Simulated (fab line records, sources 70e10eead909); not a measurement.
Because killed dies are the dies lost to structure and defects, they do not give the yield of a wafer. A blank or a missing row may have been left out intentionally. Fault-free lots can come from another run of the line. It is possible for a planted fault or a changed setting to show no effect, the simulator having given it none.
fab line records	flow nand_harc
[record] lots = 10	wafers = 30	last_day = 34
route steps=1302 shown A_M1@1191 A_BONDPAD@1219 THIN_TSV@1244 END@1302
lots untouched by any fault: they come from a run of this same line in which no faults occurred
start_h: hours from the record's opening day to when the first of the lot's shown wafers began	wait_h: how many hours have passed since the lot's step before this one	" identical to the entry in the row above	L1.1+2: one row covering several wafers at once	- no value, or no start given	* or withheld: withheld	< > ~ a bound
route shown NAME@n: a module of which the file shows steps, and the number in the route of the first	usual: mean/standard deviation taken from wafers without a fault	same: alike in all rows	chamber/n: place in a boat	sites: readings site by site	_std_site: their standard deviation	_edge_site: mean of outer sites minus mean of inner sites	radius_mm: for every site, how far away it sits from the centre of the wafer	mask NAME#n: copy n	behind: the most recent tool/chamber to have shaped the wafer	hold: what put the lot on hold/how long, in hours/how the hold closed	device: names the non-switching transistor (n, p or np)	end of line: the route-end tests of the same wafers	a step with no rows: only its recipe	killed: not the wafer's yield, but the dies lost to structure and defects at the first sort	map: a wafer's dies, x killed, . not, _ none there
set.NAME: setting as actually run; set.NAME@STEP: the setting as run at that earlier step	model.NAME: the simulator's own value behind a step, which no gauge read
the route's steps for a sample of lots (tables are steps, rows are wafers)
services: a tool's chamber out of use, with start hour (start_h, from the record's first day; less than 0 if before it), hours out, and reason
[[steps]]
[step NHARC_A_M1_PVD_20]
[recipe] target_thk_a = 50	bias_v = 168.6	power_w = 15000	chamber_pressure_pa = 0.12	time_s = 8.06	substrate_temp_c = 50	material = TaN
[usual] throttle_valve_pct = 29.7/0.93
lot.wafer	tool	chamber	start_h	wait_h	throttle_valve_pct
L511.4	pvd_sputter-01	-	550.50	-	30.0
L511.1	"	-	"	"	30.4
L511.6	"	-	"	"	30.2
L513.4	pvd_sputter-03	-	557.56	-	31.5
L513.3	"	-	"	"	30.7
L513.6	"	-	"	"	29.0
L514.4	pvd_sputter-03	-	566.63	-	28.5
L514.1	"	-	"	"	31.5
L514.5	"	-	"	"	28.8
L517.3	pvd_sputter-02	-	604.02	-	29.8
L517.5	"	-	"	"	30.2
L517.6	"	-	"	"	29.1
L518.3	pvd_sputter-02	-	613.68	-	29.1
L518.1	"	-	"	"	30.0
L518.2	"	-	"	"	29.1
L520.4	pvd_sputter-01	-	638.87	-	30.1
L520.5	"	-	"	"	29.1
L520.6	"	-	"	"	29.3
L521.2	pvd_sputter-01	-	645.88	-	29.4
L521.5	"	-	"	"	30.5
L521.6	"	-	"	"	29.4
L522.2	pvd_sputter-01	-	663.98	-	29.9
L522.3	"	-	"	"	29.1
L522.6	"	-	"	"	29.9
L527.4	pvd_sputter-02	-	706.21	-	30.9
L527.3	"	-	"	"	28.0
L527.5	"	-	"	"	30.0
L532.3	pvd_sputter-02	-	768.92	-	29.8
L532.1	"	-	"	"	30.7
L532.5	"	-	"	"	29.5
[step NHARC_A_BONDPAD_ETCH_34]
[recipe] target_depth_a = 600	overetch_a = 180	time_s = 65.91	ion_energy_ev = 200	n2_flow_sccm = 150	h2_flow_sccm = 150	ar_flow_sccm = 0	rf_w = 400	bias_w = 150	chemistry = N2/H2
[usual] chamber_pressure_mTorr = 30.00/0.031	drypump_motor_current_A = 5.7/0.42	oes_product_au = 0.993/0.012	rf_fwd_power_W = 396.4/1.6	rf_vpp_V = 431.9/2.8	showerhead_plenum_p_Torr = 2.09/0.099	throttle_valve_pct = 14.170/0.0095
lot.wafer	tool	chamber	start_h	wait_h	chamber_pressure_mTorr	drypump_motor_current_A	oes_product_au	rf_fwd_power_W	rf_hours_counter_h	rf_vpp_V	showerhead_plenum_p_Torr	throttle_valve_pct
L511.1	rie_diel-06	3	554.22	0.1	29.95	6.0	0.987	397.6	1	433.1	2.19	14.185
L511.4	"	1	"	"	30.02	5.8	0.990	397.9	1	427.9	1.99	14.175
L511.6	"	3	"	"	30.02	6.0	0.993	397.0	-	435.5	2.19	14.184
L513.3	rie_diel-06	3	561.22	0.1	30.00	6.0	0.984	397.7	2	433.9	2.19	14.177
L513.4	"	0	"	"	29.96	5.8	0.966	395.7	2	433.4	2.10	14.173
L513.6	"	2	"	"	29.99	4.9	0.986	397.4	-	434.3	2.20	14.177
L514.4	rie_diel-04	0	570.43	0.1	30.01	5.3	1.020	397.5	4	428.2	1.98	14.170
L514.1	"	1	"	"	30.00	6.0	1.001	398.5	5	433.9	2.19	14.194
L514.5	"	0	"	"	29.98	5.3	1.009	399.0	-	429.5	1.98	14.174
L517.3	rie_diel-06	0	607.55	0.1	30.02	5.8	0.980	394.1	3	433.0	2.10	14.170
L517.5	"	0	"	"	29.98	5.8	0.982	394.9	-	431.4	2.10	14.165
L517.6	"	1	"	"	30.04	5.8	0.981	399.6	-	428.6	1.99	14.159
L518.1	rie_diel-04	2	617.24	0.1	29.98	6.3	0.986	399.0	25	435.1	2.19	14.179
L518.3	"	3	"	"	29.93	6.1	0.987	397.7	22	434.3	2.14	14.158
L518.2	"	0	"	"	30.00	5.3	1.012	397.1	23	428.7	1.97	14.180
L520.4	rie_diel-06	2	642.51	0.1	29.99	4.8	0.993	395.9	4	435.8	2.20	14.159
L520.5	"	0	"	"	29.95	5.8	0.977	392.3	-	433.4	2.10	14.172
L520.6	"	1	"	"	30.02	5.8	0.993	396.1	-	428.3	1.99	14.167
L521.2	rie_diel-06	3	649.51	0.1	30.01	6.0	1.002	398.8	4	434.0	2.19	14.165
L521.6	"	3	"	"	29.99	6.0	0.998	397.6	-	434.8	2.19	14.176
L521.5	"	0	"	"	30.03	5.7	0.982	395.0	-	431.9	2.10	14.168
L522.2	rie_diel-08	3	667.69	0.1	29.97	5.8	1.002	396.6	17	426.9	1.90	14.168
L522.3	"	2	"	"	30.01	5.3	0.981	394.7	-	429.4	2.02	14.175
L522.6	"	3	"	"	29.93	5.8	1.012	396.3	-	426.1	1.90	14.156
L527.3	rie_diel-06	2	709.87	0.1	29.98	4.8	1.004	396.7	1	435.0	2.19	14.177
L527.4	"	3	"	"	30.05	6.0	0.990	396.0	1	434.4	2.19	14.165
L527.5	"	1	"	"	30.04	5.8	1.006	395.4	-	428.7	1.99	14.166
L532.3	rie_diel-06	3	772.62	0.1	29.99	6.0	0.996	397.5	2	434.3	2.19	14.167
L532.1	"	0	"	"	30.06	5.8	1.006	395.7	3	430.7	2.10	14.163
L532.5	"	2	"	"	30.00	4.8	0.997	394.7	-	434.8	2.19	14.185
[step NHARC_A_BONDPAD_STRIP_15]
[recipe] o2_flow_sccm = 500	ar_flow_sccm = 0	bias_w = 0	chemistry = O2
[usual] chamber_pressure_mTorr = 60.01/0.077	drypump_motor_current_A = 5.8/0.4	oes_product_au = 0.996/0.011	rf_vpp_V = 57.9/0.87	showerhead_plenum_p_Torr = 3.58/0.16	throttle_valve_pct = 17.037/0.009
lot.wafer	tool	chamber	start_h	wait_h	chamber_pressure_mTorr	drypump_motor_current_A	oes_product_au	rf_hours_counter_h	rf_vpp_V	showerhead_plenum_p_Torr	throttle_valve_pct
L511.1	rie_diel-06	0	554.52	0.1	59.97	5.8	0.972	1	55.9	3.62	17.032
L511.4	"	2	"	"	60.07	4.8	0.989	1	58.2	3.77	17.045
L511.6	"	0	"	"	59.96	5.8	0.970	-	58.2	3.62	17.035
L513.4	rie_diel-08	1	561.53	0.1	60.07	5.9	0.990	0	58.6	3.45	17.038
L513.3	"	3	"	"	59.97	5.8	0.993	0	56.9	3.32	17.022
L513.6	"	0	"	"	60.12	6.4	1.007	-	57.5	3.79	17.018
L514.1	rie_diel-08	0	570.74	0.1	60.00	6.4	0.994	2	57.0	3.79	17.039
L514.4	"	2	"	"	59.94	5.3	0.992	1	58.7	3.51	17.021
L514.5	"	0	"	"	59.98	6.4	0.998	-	58.3	3.79	17.039
L517.3	rie_diel-06	3	607.91	0.1	59.97	6.0	1.000	3	58.0	3.76	17.042
L517.6	"	0	"	"	59.99	5.8	0.990	-	57.9	3.62	17.028
L517.5	"	1	"	"	60.05	5.8	0.984	-	56.6	3.45	17.028
L518.3	rie_diel-06	1	617.56	0.1	60.07	5.8	0.985	4	57.8	3.45	17.043
L518.1	"	2	"	"	59.95	4.9	0.996	3	56.9	3.77	17.038
L518.2	"	3	"	"	59.95	6.0	0.998	3	56.5	3.76	17.054
L520.4	rie_diel-04	1	642.85	0.1	59.94	6.1	0.990	33	58.4	3.75	17.033
L520.5	"	3	"	"	59.98	6.1	0.992	-	58.5	3.69	17.030
L520.6	"	0	"	"	60.00	5.3	1.011	-	57.6	3.42	17.052
L521.2	rie_diel-04	2	649.83	0.1	60.03	6.3	0.983	37	59.8	3.75	17.043
L521.5	"	1	"	"	60.00	6.1	0.998	-	58.2	3.75	17.046
L521.6	"	2	"	"	59.97	6.3	0.987	-	57.1	3.75	17.040
L522.2	rie_diel-08	3	668.12	0.1	59.96	5.8	1.009	17	56.8	3.31	17.019
L522.3	"	2	"	"	59.89	5.3	0.983	-	59.1	3.50	17.046
L522.6	"	2	"	"	60.01	5.3	0.994	-	57.4	3.50	17.043
L527.4	rie_diel-04	0	710.18	0.1	60.04	5.3	1.012	54	58.6	3.41	17.034
L527.3	"	2	"	"	59.96	6.3	0.987	53	57.4	3.74	17.028
L527.5	"	3	"	"	60.06	6.1	1.001	-	56.2	3.67	17.024
L532.3	rie_diel-06	0	772.94	0.1	60.03	5.8	0.993	3	57.7	3.62	17.030
L532.1	"	1	"	"	59.98	5.8	1.008	3	57.3	3.44	17.029
L532.5	"	0	"	"	60.07	5.8	0.992	-	59.4	3.62	17.062
[step NHARC_A_BONDPAD_ETCH_24]
[recipe] target_depth_a = 300	over_etch_frac = 0.3	time_s = 72.99	ion_energy_ev = 150	cf4_flow_sccm = 50	n2_flow_sccm = 100	ar_flow_sccm = 150	rf_w = 300	bias_w = 100	chemistry = CF4/N2
[usual] cf4_flow_sccm = 50.01/0.16	chamber_pressure_mTorr = 30.000/0.027	drypump_motor_current_A = 5.7/0.42	oes_product_au = 0.997/0.011	rf_fwd_power_W = 297.6/1.2	rf_vpp_V = 314.9/2.2	showerhead_plenum_p_Torr = 2.67/0.12	throttle_valve_pct = 19.793/0.0097
lot.wafer	tool	chamber	start_h	wait_h	cf4_flow_sccm	chamber_pressure_mTorr	drypump_motor_current_A	oes_product_au	rf_fwd_power_W	rf_hours_counter_h	rf_vpp_V	showerhead_plenum_p_Torr	throttle_valve_pct
L511.4	rie_diel-06	2	-	-	50.12	29.998	4.8	0.999	297.1	1	317.0	2.81	19.791
L511.1	"	1	"	"	49.80	30.024	5.8	1.002	297.6	1	313.0	2.56	19.802
L511.6	"	3	"	"	50.15	29.942	6.0	1.000	297.0	-	317.8	2.80	19.794
L513.3	rie_diel-08	0	-	-	50.21	30.041	6.4	1.012	297.7	0	317.2	2.82	19.791
L513.4	"	1	"	"	50.05	30.028	5.9	0.995	296.4	0	312.5	2.57	19.782
L513.6	"	1	"	"	50.09	30.017	5.9	0.998	297.1	-	313.0	2.57	19.789
L514.4	rie_diel-08	0	-	-	49.80	29.991	6.4	1.016	297.7	2	317.6	2.82	19.789
L514.1	"	3	"	"	50.18	30.005	5.8	1.008	297.6	2	311.8	2.47	19.782
L514.5	"	0	"	"	49.86	29.939	6.4	1.016	297.7	-	317.1	2.82	19.789
L517.3	rie_diel-06	3	-	-	49.90	30.010	6.0	0.986	299.5	3	318.6	2.80	19.808
L517.5	"	0	"	"	49.90	30.050	5.8	0.980	296.4	-	316.5	2.69	19.787
L517.6	"	1	"	"	50.00	29.971	5.8	0.985	298.1	-	312.4	2.56	19.786
L518.3	rie_diel-06	0	-	-	50.11	29.987	5.8	0.990	297.0	3	314.6	2.69	19.782
L518.1	"	1	"	"	50.21	30.004	5.7	0.984	298.6	4	313.0	2.56	19.802
L518.2	"	3	"	"	50.06	29.995	6.0	0.997	297.8	3	316.7	2.80	19.801
L520.4	rie_diel-04	3	-	-	49.88	30.057	6.1	0.998	298.0	30	315.4	2.74	19.800
L520.5	"	3	"	"	49.84	30.040	6.1	0.989	298.7	-	316.4	2.74	19.788
L520.6	"	0	"	"	50.23	29.982	5.3	1.006	296.1	-	313.4	2.54	19.787
L521.2	rie_diel-04	0	-	-	49.84	29.989	5.3	1.015	297.4	34	313.1	2.54	19.809
L521.5	"	0	"	"	50.08	29.980	5.3	1.023	297.3	-	312.9	2.54	19.790
L521.6	"	1	"	"	50.09	30.032	6.0	1.010	298.2	-	316.1	2.79	19.783
L522.2	rie_diel-08	3	668.33	0.2	49.89	30.023	5.8	0.997	299.4	18	312.1	2.46	19.803
L522.3	"	3	"	"	49.72	29.980	5.8	0.997	299.8	-	311.3	2.46	19.790
L522.6	"	3	"	"	49.99	29.973	5.8	1.009	298.7	-	312.0	2.46	19.794
L527.3	rie_diel-04	1	-	-	50.29	30.032	6.0	0.995	297.4	54	315.5	2.79	19.801
L527.4	"	2	"	"	50.16	30.042	6.3	0.992	297.1	53	318.1	2.79	19.795
L527.5	"	2	"	"	50.27	30.057	6.3	0.983	298.2	-	316.2	2.79	19.791
L532.1	rie_diel-06	2	-	-	49.96	29.949	4.8	1.013	298.0	2	315.9	2.81	19.799
L532.3	"	0	"	"	50.20	30.005	5.8	0.980	296.4	3	314.8	2.69	19.775
L532.5	"	2	"	"	49.84	29.957	4.8	0.997	297.6	-	318.5	2.81	19.787
[step NHARC_THIN_TSV_GRIND_00]
[recipe] target_thk_um = 6
[usual] motor_current_A = 11.995/0.023
lot.wafer	tool	chamber	start_h	wait_h	hold	motor_current_A
L511.1	grinder-01	0	566.32	0.1	-	11.966
L511.4	"	0	"	"	-	11.995
L511.6	"	0	"	"	-	11.956
L513.3	grinder-01	0	573.87	0.5	-	12.066
L513.4	"	0	"	"	-	11.966
L513.6	"	0	"	"	-	12.028
L514.1	grinder-01	0	582.88	0.1	-	12.016
L514.4	"	0	"	"	-	12.001
L514.5	"	0	"	"	-	12.024
L517.3	grinder-01	0	620.61	0.5	-	11.983
L517.5	"	0	"	"	-	12.044
L517.6	"	0	"	"	-	12.005
L518.1	grinder-01	0	631.08	0.1	-	12.012
L518.2	"	0	"	"	-	11.995
L518.3	"	0	"	"	-	11.976
L520.4	grinder-01	0	657.95	0.7	-	11.986
L520.5	"	0	"	"	-	11.961
L520.6	"	0	"	"	-	11.989
L521.2	grinder-01	0	661.96	0.3	-	11.997
L521.5	"	0	"	"	-	11.984
L521.6	"	0	"	"	-	11.983
L522.2	grinder-01	0	684.64	2.8	await_dispo/2.4h/release	11.991
L522.3	"	0	"	"	await_dispo/2.4h/release	12.012
L522.6	"	0	"	"	await_dispo/2.4h/release	11.980
L527.3	grinder-01	0	723.24	0.5	-	12.037
L527.4	"	0	"	"	-	12.001
L527.5	"	0	"	"	-	11.990
L532.1	grinder-01	0	786.12	1.3	-	12.019
L532.3	"	0	"	"	-	12.022
L532.5	"	0	"	"	-	11.962
[step NHARC_END_SORT_01]
[recipe] temp_c = 25
[usual] defect_limited_yield = 90.9/2.8	killed_at_array = 56/19	killed_at_other = 1.0/1.3	killed_at_periphery = 3.8/2.2	killed_dies = 61/19	killed_open = 3.1/1.9	killed_short = 2.3/1.5
[same] gross_dies = 677
lot.wafer	tool	chamber	start_h	wait_h	hold	defect_limited_yield[%]	killed_at_array	killed_at_other	killed_at_periphery	killed_dies	killed_open	killed_short
L511.1	prober-02	0	585.54	2.5	-	93.9	32	3	6	41	8	5
L511.4	prober-02	0	587.93	3.4	-	95.7	19	0	10	29	2	4
L511.6	prober-02	0	589.52	4.0	-	95.3	25	0	7	32	6	1
L513.3	prober-02	0	594.94	3.1	-	86.7	88	0	2	90	3	4
L513.4	prober-02	0	595.74	3.4	-	88.8	73	3	0	76	2	5
L513.6	prober-02	0	597.32	4.0	-	88.2	74	0	6	80	5	2
L514.1	prober-01	0	600.59	2.5	-	93.1	43	0	4	47	3	1
L514.4	prober-01	0	602.96	3.4	-	91.4	49	4	5	58	3	3
L514.5	prober-01	0	603.75	3.7	-	92.9	45	0	3	48	1	2
L517.3	prober-01	0	639.79	3.1	-	90.0	54	3	11	68	6	2
L517.5	prober-01	0	641.41	3.7	-	90.3	59	1	6	66	3	2
L517.6	prober-01	0	642.22	4.0	-	91.3	48	3	8	59	2	2
L518.1	prober-02	0	648.30	2.4	-	90.8	59	0	3	62	1	0
L518.2	prober-02	0	649.10	2.8	-	90.8	56	0	6	62	1	1
L518.3	prober-02	0	649.89	3.1	-	90.1	64	0	3	67	1	2
L520.4	prober-02	0	677.74	3.4	-	88.9	71	0	4	75	2	3
L520.5	prober-02	0	678.54	3.7	-	91.1	60	0	0	60	2	2
L520.6	prober-02	0	679.34	4.0	-	88.3	75	2	2	79	2	2
L521.2	prober-01	0	681.76	2.8	-	95.9	24	1	3	28	2	3
L521.5	prober-01	0	684.19	3.7	-	95.9	23	1	4	28	2	2
L521.6	prober-01	0	685.00	4.0	-	97.2	15	0	4	19	4	2
L522.2	prober-02	0	718.17	4.4	await_dispo/1.6h/release	80.6	120	6	5	131	1	5
L522.3	prober-02	0	718.97	4.7	await_dispo/1.6h/release	82.6	113	0	5	118	2	5
L522.6	prober-02	0	721.36	5.6	await_dispo/1.6h/release	83.2	110	3	1	114	6	1
L527.3	prober-02	0	744.45	3.1	-	95.1	30	1	2	33	4	0
L527.4	prober-02	0	745.26	3.4	-	95.0	32	0	2	34	1	0
L527.5	prober-02	0	746.06	3.7	-	94.5	37	0	0	37	4	2
L532.1	prober-02	0	803.74	2.5	-	89.4	70	0	2	72	1	0
L532.3	prober-02	0	805.33	3.1	-	88.6	73	1	3	77	3	5
L532.5	prober-02	0	806.93	3.7	-	87.0	84	3	1	88	5	3
// killed by level:class
L511.1 A_CHANNEL_HOLE_D2:chamber_film_flake=11 A_STAIRCASE:chamber_film_flake=6 A_CHANNEL_FILL_D1:geometric_particle:open=2 A_CONTACT:chamber_film_flake=2 THIN_TSV:chamber_film_flake=2 P_CONTACT:geometric_particle:open=1 P_M0:geometric_particle:open=1 P_M1:geometric_particle:short=1
L511.4 P_GATE:chamber_film_flake=7 A_WL_FILL:chamber_film_flake=5 A_CHANNEL_HOLE_D2:chamber_film_flake=3 A_CONTACT:chamber_film_flake=3 A_CHANNEL_FILL_D1:geometric_particle:short=2 P_GATE:geometric_particle:open=1 P_CONTACT:geometric_particle:open=1 A_CHANNEL_FILL_D2:geometric_particle:short=1
L511.6 A_CHANNEL_HOLE_D2:chamber_film_flake=10 P_GATE:chamber_film_flake=4 A_CONTACT:chamber_film_flake=4 A_STAIRCASE:chamber_film_flake=3 P_GATE:geometric_particle:open=1 P_M0:geometric_particle:open=1 A_SOURCE_PLATE:geometric_particle:open=1 A_DECK1_JOINT:geometric_particle:short=1
L513.3 A_CHANNEL_HOLE_D1:chamber_film_flake=37 A_SLIT:chamber_film_flake=26 A_CHANNEL_HOLE_D2:chamber_film_flake=12 A_STAIRCASE:chamber_film_flake=3 A_M0:geometric_particle:short=2 A_WL_FILL:chamber_film_flake=2 P_GATE:geometric_particle:open=1 A_ONON_D1:geometric_particle:short=1
L513.4 A_CHANNEL_HOLE_D1:chamber_film_flake=30 A_SLIT:chamber_film_flake=24 A_CHANNEL_HOLE_D2:chamber_film_flake=7 THIN_TSV:chamber_film_flake=3 A_WL_FILL:geometric_particle:short=2 A_ZERO_WELL:chamber_film_flake=2 A_ONON_D1:geometric_particle:short=1 A_DECK1_JOINT:geometric_particle:open=1
L513.6 A_CHANNEL_HOLE_D1:chamber_film_flake=34 A_SLIT:chamber_film_flake=26 A_CHANNEL_HOLE_D2:chamber_film_flake=6 P_STI:chamber_film_flake=2 P_GATE:geometric_particle:open=1 P_M0:geometric_particle:open=1 P_M2:geometric_particle:open=1 A_CHANNEL_FILL_D1:geometric_particle:short=1
L514.1 A_CHANNEL_HOLE_D2:chamber_film_flake=31 A_CHANNEL_HOLE_D1:chamber_film_flake=5 A_CONTACT:chamber_film_flake=2 P_M2:geometric_particle:open=1 A_ONON_D2:geometric_particle:open=1 A_CHANNEL_FILL_D2:geometric_particle:open=1 A_M0:geometric_particle:short=1 P_ZERO_WELL:chamber_film_flake=1
L514.4 A_CHANNEL_HOLE_D2:chamber_film_flake=34 THIN_TSV:chamber_film_flake=4 P_M2:chamber_film_flake=3 A_CHANNEL_FILL_D2:chamber_film_flake=3 A_CONTACT:chamber_film_flake=3 A_CHANNEL_HOLE_D1:chamber_film_flake=2 P_M0:geometric_particle:open=1 A_CHANNEL_FILL_D1:geometric_particle:short=1
L514.5 A_CHANNEL_HOLE_D2:chamber_film_flake=33 P_M2:chamber_film_flake=2 A_ZERO_WELL:chamber_film_flake=2 A_CHANNEL_HOLE_D1:chamber_film_flake=2 A_DECK1_JOINT:chamber_film_flake=2 A_CONTACT:chamber_film_flake=2 P_STI:geometric_particle:short=1 A_CHANNEL_FILL_D1:geometric_particle:open=1
L517.3 A_CHANNEL_HOLE_D1:chamber_film_flake=23 A_CHANNEL_HOLE_D2:chamber_film_flake=20 P_ZERO_WELL:chamber_film_flake=3 P_BONDPAD:chamber_film_flake=3 A_CONTACT:chamber_film_flake=3 A_ONON_D1:geometric_particle:open=2 P_STI:chamber_film_flake=2 A_M1:chamber_film_flake=2
L517.5 A_CHANNEL_HOLE_D2:chamber_film_flake=26 A_CHANNEL_HOLE_D1:chamber_film_flake=21 A_STAIRCASE:chamber_film_flake=3 P_STI:chamber_film_flake=3 A_CONTACT:chamber_film_flake=3 P_BONDPAD:chamber_film_flake=2 A_ONON_D1:geometric_particle:open=1 A_ONON_D1:geometric_particle:short=1
L517.6 A_CHANNEL_HOLE_D2:chamber_film_flake=19 A_CHANNEL_HOLE_D1:chamber_film_flake=19 P_BONDPAD:chamber_film_flake=6 A_CONTACT:chamber_film_flake=4 P_GATE:geometric_particle:short=2 A_STAIRCASE:chamber_film_flake=2 A_M1:chamber_film_flake=2 THIN_TSV:chamber_film_flake=2
L518.1 A_SLIT:chamber_film_flake=30 A_CHANNEL_HOLE_D1:chamber_film_flake=9 A_CHANNEL_HOLE_D2:chamber_film_flake=8 A_SGD_CUT:chamber_film_flake=4 A_STAIRCASE:chamber_film_flake=3 A_CONTACT:chamber_film_flake=3 P_BONDPAD:chamber_film_flake=2 A_CHANNEL_FILL_D2:geometric_particle:open=1
L518.2 A_SLIT:chamber_film_flake=26 A_CHANNEL_HOLE_D2:chamber_film_flake=9 A_CHANNEL_HOLE_D1:chamber_film_flake=5 A_STAIRCASE:chamber_film_flake=5 P_BONDPAD:chamber_film_flake=4 A_CONTACT:chamber_film_flake=4 P_ZERO_WELL:chamber_film_flake=2 A_SGD_CUT:chamber_film_flake=2
L518.3 A_SLIT:chamber_film_flake=31 A_CHANNEL_HOLE_D2:chamber_film_flake=15 A_CHANNEL_HOLE_D1:chamber_film_flake=5 A_CONTACT:chamber_film_flake=5 A_DECK1_JOINT:chamber_film_flake=2 A_STAIRCASE:chamber_film_flake=2 A_DECK1_JOINT:geometric_particle:open=1 A_CHANNEL_HOLE_D2:geometric_particle:short=1
L520.4 A_CHANNEL_HOLE_D1:chamber_film_flake=28 A_SLIT:chamber_film_flake=28 A_WL_FILL:chamber_film_flake=5 A_CHANNEL_FILL_D1:chamber_film_flake=3 A_STAIRCASE:chamber_film_flake=2 A_CONTACT:chamber_film_flake=2 P_STI:geometric_particle:short=1 P_M0:geometric_particle:open=1
L520.5 A_CHANNEL_HOLE_D1:chamber_film_flake=29 A_SLIT:chamber_film_flake=21 A_CONTACT:chamber_film_flake=2 A_CHANNEL_FILL_D1:geometric_particle:short=1 A_DECK1_JOINT:geometric_particle:open=1 A_ONON_D2:geometric_particle:short=1 A_WL_FILL:geometric_particle:open=1 A_ZERO_WELL:chamber_film_flake=1
L520.6 A_CHANNEL_HOLE_D1:chamber_film_flake=30 A_SLIT:chamber_film_flake=28 A_WL_FILL:chamber_film_flake=4 A_CONTACT:chamber_film_flake=4 A_ZERO_WELL:chamber_film_flake=3 A_CHANNEL_FILL_D2:geometric_particle:open=2 A_STAIRCASE:chamber_film_flake=2 THIN_TSV:chamber_film_flake=2
L521.2 A_CHANNEL_HOLE_D1:chamber_film_flake=7 P_CONTACT:chamber_film_flake=3 A_STAIRCASE:chamber_film_flake=3 A_SLIT:chamber_film_flake=3 A_WL_FILL:chamber_film_flake=2 A_CONTACT:chamber_film_flake=2 A_CHANNEL_FILL_D1:geometric_particle:open=1 A_CHANNEL_FILL_D1:geometric_particle:short=1
L521.5 A_CHANNEL_HOLE_D1:chamber_film_flake=11 A_BLC:chamber_film_flake=4 P_CONTACT:chamber_film_flake=3 A_WL_FILL:chamber_film_flake=2 A_CONTACT:chamber_film_flake=2 P_CONTACT:geometric_particle:short=1 A_SOURCE_PLATE:geometric_particle:open=1 A_ONON_D1:geometric_particle:short=1
L521.6 A_CHANNEL_HOLE_D1:chamber_film_flake=6 P_STI:chamber_film_flake=2 A_STAIRCASE:chamber_film_flake=2 P_GATE:geometric_particle:open=1 P_M2:geometric_particle:open=1 A_DECK1_JOINT:geometric_particle:short=1 A_CONTACT:geometric_particle:open=1 A_BLC:geometric_particle:short=1
L522.2 A_M1:unspecified=64 A_CHANNEL_HOLE_D1:chamber_film_flake=25 A_SLIT:chamber_film_flake=18 THIN_TSV:chamber_film_flake=6 A_CONTACT:chamber_film_flake=5 P_M1:chamber_film_flake=2 P_GATE:geometric_particle:short=1 P_M2:geometric_particle:short=1
L522.3 A_M1:unspecified=58 A_CHANNEL_HOLE_D1:chamber_film_flake=30 A_SLIT:chamber_film_flake=14 P_M1:chamber_film_flake=3 A_ONON_D1:geometric_particle:short=2 A_WL_FILL:chamber_film_flake=2 A_CONTACT:chamber_film_flake=2 P_CONTACT:geometric_particle:open=1
L522.6 A_M1:unspecified=45 A_CHANNEL_HOLE_D1:chamber_film_flake=29 A_SLIT:chamber_film_flake=24 THIN_TSV:chamber_film_flake=3 A_ONON_D2:geometric_particle:open=2 A_WL_FILL:chamber_film_flake=2 A_DECK1_JOINT:chamber_film_flake=2 A_CHANNEL_FILL_D1:geometric_particle:open=1
L527.3 A_CHANNEL_HOLE_D1:chamber_film_flake=17 A_SLIT:chamber_film_flake=3 A_CHANNEL_HOLE_D2:chamber_film_flake=2 A_STAIRCASE:chamber_film_flake=2 P_M0:geometric_particle:open=1 A_ONON_D1:geometric_particle:open=1 A_CHANNEL_FILL_D2:geometric_particle:open=1 A_CONTACT:geometric_particle:open=1
L527.4 A_CHANNEL_HOLE_D1:chamber_film_flake=13 A_SLIT:chamber_film_flake=8 A_STAIRCASE:chamber_film_flake=4 A_ZERO_WELL:chamber_film_flake=2 A_CONTACT:chamber_film_flake=2 A_CHANNEL_FILL_D2:geometric_particle:open=1 P_GATE:chamber_film_flake=1 P_BONDPAD:chamber_film_flake=1
L527.5 A_CHANNEL_HOLE_D1:chamber_film_flake=12 A_STAIRCASE:chamber_film_flake=6 A_CHANNEL_HOLE_D2:chamber_film_flake=5 A_WL_FILL:chamber_film_flake=4 A_M0:geometric_particle:open=2 A_SLIT:chamber_film_flake=2 A_CHANNEL_FILL_D2:geometric_particle:short=1 A_CHANNEL_FILL_D2:geometric_particle:open=1
L532.1 A_CHANNEL_HOLE_D2:chamber_film_flake=29 A_SLIT:chamber_film_flake=14 A_CHANNEL_HOLE_D1:chamber_film_flake=12 A_CONTACT:chamber_film_flake=8 A_STAIRCASE:chamber_film_flake=3 A_CONTACT:geometric_particle:open=1 P_GATE:chamber_film_flake=1 P_M2:chamber_film_flake=1
L532.3 A_CHANNEL_HOLE_D2:chamber_film_flake=28 A_CONTACT:chamber_film_flake=14 A_CHANNEL_HOLE_D1:chamber_film_flake=11 A_SLIT:chamber_film_flake=7 A_CHANNEL_FILL_D2:chamber_film_flake=2 A_STAIRCASE:chamber_film_flake=2 P_GATE:geometric_particle:short=1 P_M0:geometric_particle:open=1
L532.5 A_CHANNEL_HOLE_D2:chamber_film_flake=40 A_CHANNEL_HOLE_D1:chamber_film_flake=16 A_CONTACT:chamber_film_flake=11 A_SLIT:chamber_film_flake=9 THIN_TSV:chamber_film_flake=3 A_ONON_D2:geometric_particle:open=2 A_M0:geometric_particle:open=2 P_M0:geometric_particle:open=1
[[services]]
tool	chamber	start_h	hours	kind
pvd_sputter-01	-	532.13	9.8	repair
rie_diel-04	-	536.33	9.0	pm
rie_diel-08	-	545.53	9.0	pm
pvd_sputter-02	-	552.19	0.9	repair
grinder-01	-	570.99	1.6	repair
pvd_sputter-01	-	571.53	0.7	repair
pvd_sputter-02	-	577.88	2.5	repair
rie_diel-06	3	597.05	6.7	repair
rie_diel-08	0	646.93	37.9	repair
rie_diel-06	-	661.20	9.0	pm
rie_diel-08	1	666.00	16.1	repair
rie_diel-04	3	673.68	6.7	repair
rie_diel-06	1	684.15	13.3	repair
rie_diel-08	-	709.20	1.4	repair
rie_diel-04	-	711.55	0.3	repair
rie_diel-04	-	713.38	9.0	pm
rie_diel-06	3	715.84	15.2	repair
rie_diel-08	-	722.84	9.0	pm
grinder-01	-	736.00	8.0	pm
rie_diel-06	2	740.59	9.6	repair
rie_diel-04	0	743.17	2.8	repair
rie_diel-08	-	744.56	0.5	repair
rie_diel-08	2	771.28	11.9	repair
grinder-01	-	776.22	0.9	repair
[[key]]
[first_sign] step = NHARC_END_SORT_01	reading = killed_dies	direction = up	sigmas = 3.2	usual = 61	struck = 121
[effect] step = NHARC_END_SORT_01	reading = defect_limited_yield	direction = down	sigmas = 3.2	usual = 90.9	struck = 82.1
[more_kills_born_at] NHARC_A_M1_PVD_20@pvd_sputter-01 = 167
met_at NHARC_A_M1_PVD_20
struck_lots L522
not_acting_at NHARC_A_BONDPAD_ETCH_34,NHARC_A_BONDPAD_STRIP_15,NHARC_A_BONDPAD_ETCH_24
onset_between 645.88 663.98
[fault] kind = chamber_particle_source	tool = pvd_sputter-01	chamber = -	onset_h = 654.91	steps = NHARC_A_M1_PVD_20	rate_per_visit_cm2 = 0.49068	end_h = 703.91
